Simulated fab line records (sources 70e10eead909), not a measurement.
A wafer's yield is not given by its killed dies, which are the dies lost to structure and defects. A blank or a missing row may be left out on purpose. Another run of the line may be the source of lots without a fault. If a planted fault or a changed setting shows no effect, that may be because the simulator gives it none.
The tool behind it: which one? ; flow nand_harc ; 12 lots, 36 wafers sampled, at 6 steps of a route of 1159

WHAT THE GAUGES SHOWED, per wafer
NHARC_A_M1_CD_MEAS_09 targets a cd of 120 nm.
lot;measured;on;cd_nm (nm)
L753;day 18 01:19;cd_sem-03;119.7 120.5 120.7
L755;day 18 03:29;cd_sem-03;120.1 120.4 120.2
L756;day 18 09:18;cd_sem-02;120.4 120.0 120.3
L761;day 20 03:18;cd_sem-02;120.5 119.9 120.2
L763;day 21 10:44;cd_sem-03;120.6 120.1 120.8
L766;day 21 11:26;cd_sem-02;120.7 119.8 119.3
L767;day 22 01:36;cd_sem-01;120.6 119.6 120.5
L770;day 22 09:13;cd_sem-03;119.9 120.2 120.8
L769;day 23 04:18;cd_sem-02;88.8 89.5 89.2
L774;day 23 05:11;cd_sem-01;89.0 88.5 89.3
L775;day 23 07:25;cd_sem-01;120.2 119.6 120.1
L773;day 23 10:47;cd_sem-03;120.0 119.4 119.5

NHARC_A_M1_OVL_MEAS_10: pitch 240 nm.
lot;measured;on;overlay_x_nm (nm);overlay_y_nm (nm)
L753;day 18 01:25;overlay-02;-0.6 -0.9 -0.7;-1.1 -1.3 -0.6
L755;day 18 03:34;overlay-01;0.2 -0.2 -0.3;1.3 1.0 0.9
L756;day 18 09:23;overlay-02;-0.1 0.4 -0.2;1.1 0.9 0.2
L761;day 20 03:23;overlay-02;-0.3 0.7 0.1;-0.5 -0.1 -0.4
L763;day 21 10:50;overlay-01;1.3 1.5 0.9;-1.1 -1.1 -0.8
L766;day 21 11:31;overlay-01;-0.1 0.5 0.3;0.3 0.3 1.1
L767;day 22 01:42;overlay-02;1.4 1.0 1.4;0.4 0.9 0.5
L770;day 22 09:19;overlay-02;0.8 1.7 1.1;-0.6 -0.7 -0.5
L769;day 23 04:23;overlay-01;-0.2 -0.2 -0.9;0.2 0.6 0.2
L774;day 23 05:16;overlay-01;0.8 -0.1 0.2;0.4 0.7 0.6
L775;day 23 07:31;overlay-01;0.1 -0.4 0.0;0.6 0.7 0.2
L773;day 23 10:52;overlay-02;0.2 0.5 -0.1;-0.2 0.3 0.2

NHARC_END_SORT_01.
lot;measured;on;defect_limited_yield (%);killed_at_array;killed_at_other;killed_at_periphery;killed_dies;killed_open;killed_short;sort_bin_2_pct (%);sort_bin_3_pct (%);sort_bin_4_pct (%);sort_n_pass;sort_rim_yield_pct (%);sort_yield_pct (%)
L761;day 21 14:04;prober-02;94.7 95.3 95.3;32 27 29;2 1 2;2 4 1;36 32 32;3 1 5;1 3 1;1.6 2.1 1.5;0 0.15 0.30;3.7 2.5 3.0;641 645 645;93.4 98.1 97.2;94.7 95.3 95.3
L763;day 22 22:17;prober-01;95.3 95.0 95.4;29 34 31;0 0 0;3 0 0;32 34 31;5 2 2;1 3 0;1.9 1.3 1.0;0.30 0.59 0;2.5 3.1 3.5;645 643 646;94.3 89.6 91.5;95.3 95.0 95.4
L766;day 22 23:04;prober-02;95.1 96.6 94.2;30 21 38;1 0 0;2 2 1;33 23 39;4 2 7;1 1 3;1.0 1.0 1.6;0.89 0.15 0.15;3.0 2.2 4.0;644 654 638;93.4 91.5 96.2;95.1 96.6 94.2
L767;day 23 13:26;prober-01;96.9 94.4 96.5;19 35 22;0 0 0;2 3 2;21 38 24;1 4 2;1 0 2;1.2 1.8 1.0;0.15 0.30 0.15;1.8 3.5 2.4;656 639 653;92.5 93.4 93.4;96.9 94.4 96.5
L769;day 24 20:17;prober-01;0.6 0 1.2;671 675 667;0 1 0;2 1 2;673 677 669;5 1 2;6 3 4;93.6 96.0 93.4;0.30 0.59 0.44;5.5 3.4 5.0;4 0 8;1.9 0 5.7;0.6 0 1.2
L774;day 24 22:47;prober-02;0.7 0.1 1.6;665 670 659;1 2 1;6 4 6;672 676 666;4 6 5;1 3 0;92.6 94.2 93.9;0.74 1.03 0.44;5.9 4.6 4.0;5 1 11;4.7 0.9 7.5;0.7 0.1 1.6

TOOL THAT RAN EACH LOT (tool first, then ch and the chambers of the sampled wafers, then the start)
lot;NHARC_A_M0_PRE_CLEAN_29;NHARC_A_M0_PVD_20;NHARC_A_M1_PEB_07
L753;pvd_sputter-03, day 18 01:14 or earlier;pvd_sputter-03, day 18 01:14 or earlier;litho_track-06 ch 0, day 18 01:14
L755;pvd_sputter-02, day 18 03:24 or earlier;pvd_sputter-02, day 18 03:24 or earlier;litho_track-01 ch 0, day 18 03:24
L756;pvd_sputter-01, day 18 09:13 or earlier;pvd_sputter-01, day 18 09:13 or earlier;litho_track-06 ch 0, day 18 09:13
L761;pvd_sputter-03, day 20 03:13 or earlier;pvd_sputter-03, day 20 03:13 or earlier;litho_track-01 ch 0, day 20 03:13
L763;pvd_sputter-03, day 21 10:40 or earlier;pvd_sputter-03, day 21 10:40 or earlier;litho_track-01 ch 0, day 21 10:40
L766;pvd_sputter-01, day 21 11:21 or earlier;pvd_sputter-01, day 21 11:21 or earlier;litho_track-01 ch 0, day 21 11:21
L767;pvd_sputter-03, day 22 01:31 or earlier;pvd_sputter-03, day 22 01:31 or earlier;litho_track-01 ch 0, day 22 01:31
L770;pvd_sputter-01, day 22 09:08 or earlier;pvd_sputter-01, day 22 09:08 or earlier;litho_track-01 ch 0, day 22 09:08
L769;pvd_sputter-02, day 23 04:13 or earlier;pvd_sputter-02, day 23 04:13 or earlier;litho_track-06 ch 0, day 23 04:13
L774;pvd_sputter-02, day 23 05:06 or earlier;pvd_sputter-02, day 23 05:06 or earlier;litho_track-06 ch 0, day 23 05:06
L775;pvd_sputter-02, day 23 07:20 or earlier;pvd_sputter-02, day 23 07:20 or earlier;litho_track-04 ch 0, day 23 07:20
L773;pvd_sputter-01, day 23 10:42 or earlier;pvd_sputter-01, day 23 10:42 or earlier;litho_track-04 ch 0, day 23 10:42
- NHARC_A_M0_PRE_CLEAN_29: time 30 s.
- NHARC_A_M0_PVD_20: deposits TaN, target thk 5 nm, time 8.06 s.
- NHARC_A_M1_PEB_07: peb time 65 s.

AS READ BY THE TOOLS THEMSELVES (means over the sampled wafers that have a number; for cases with no such wafer, the mark the record gives instead)
NHARC_A_M0_PRE_CLEAN_29.
lot;tool;heater_power_w (W);susceptor_temp_C (C)
L753;pvd_sputter-03;402;-
L755;pvd_sputter-02;392;279.99
L756;pvd_sputter-01;416;280.01
L761;pvd_sputter-03;406;280.08
L763;pvd_sputter-03;422;-
L766;pvd_sputter-01;382;279.90
L767;pvd_sputter-03;416;-
L770;pvd_sputter-01;438;279.92
L769;pvd_sputter-02;401;-
L774;pvd_sputter-02;385;280.10
L775;pvd_sputter-02;399;-
L773;pvd_sputter-01;413;280.20

NHARC_A_M0_PVD_20.
lot;tool;throttle_valve_pct (%)
L753;pvd_sputter-03;30.4
L755;pvd_sputter-02;30.0
L756;pvd_sputter-01;29.1
L761;pvd_sputter-03;29.2
L763;pvd_sputter-03;29.1
L766;pvd_sputter-01;29.6
L767;pvd_sputter-03;29.5
L770;pvd_sputter-01;29.9
L769;pvd_sputter-02;30.1
L774;pvd_sputter-02;30.3
L775;pvd_sputter-02;30.3
L773;pvd_sputter-01;28.8

NHARC_A_M1_PEB_07.
lot;tool;heater_power_total_W (W);plate_temp_C (C)
L753;litho_track-06;156.8;99.89
L755;litho_track-01;156.7;100.12
L756;litho_track-06;157.0;100.01
L761;litho_track-01;156.9;99.78
L763;litho_track-01;156.8;100.03
L766;litho_track-01;156.4;99.91
L767;litho_track-01;156.3;99.98
L770;litho_track-01;156.0;100.08
L769;litho_track-06;141.6;92.74
L774;litho_track-06;141.1;92.66
L775;litho_track-04;156.9;99.85
L773;litho_track-04;156.4;100.08

THE ANSWER, worked out from the rows above alone
Rule: the lots themselves supply what counts as usual. Put in order of their means at a reading, lots are off if they are a third of the lots or fewer, leave a main group of 4 or more, and stand apart from it by a gap of 3 or more times the standard deviation of the main group's means; of several such gaps the widest counts. The tables above print the reading to a certain number of digits; a main group whose means all agree to those digits is not used. Also off: a lot with no number at a reading for which 4 or more lots have one. The other lots that the step has rows for count as sound. Order of review: gauges by route order, followed by the tools' own readings, for which a lot's mean as printed above is used. The first step at which some lot is off is used, and at that step the reading that is off furthest; a lot without a number counts as furthest.
Off at NHARC_A_M1_CD_MEAS_09 (cd_nm): L769, L774. The main group: mean 120.2 nm, standard deviation 0.23.
If a tool, at a process step before that reading, ran all the lots that are off and no sound lot after the first of them, it fits. Not tried: the gauges at NHARC_A_M1_CD_MEAS_09; whatever is off there is also off at NHARC_END_SORT_01, on other tools, and gauge error can't account for it. With no start given for some of its lots, NHARC_A_M0_PRE_CLEAN_29 uses the hours and lot order of NHARC_A_M1_PEB_07. With no start given for some of its lots, NHARC_A_M0_PVD_20 uses the hours and lot order of NHARC_A_M1_PEB_07. One fits: NHARC_A_M1_PEB_07 on litho_track-06. A fault onset in the window from L756 (day 18 09:13, its last sound lot) to L769 (day 23 04:13, its first lot off) fits.
The tool's own readings at NHARC_A_M1_PEB_07 bear it out: on the lots that are off they differ by more than 5 times the standard deviation of the sound lots' means. heater_power_total_W reads 141.3 W there against 156.6 W on the sound lots; plate_temp_C reads 92.70 C there against 99.97 C on the sound lots.

WHAT THE SIMULATOR PUT IN
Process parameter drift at NHARC_A_M1_PEB_07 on litho_track-06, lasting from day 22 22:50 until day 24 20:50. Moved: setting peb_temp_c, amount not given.
Struck lots among those shown: L769, L774. The rule above found the same.
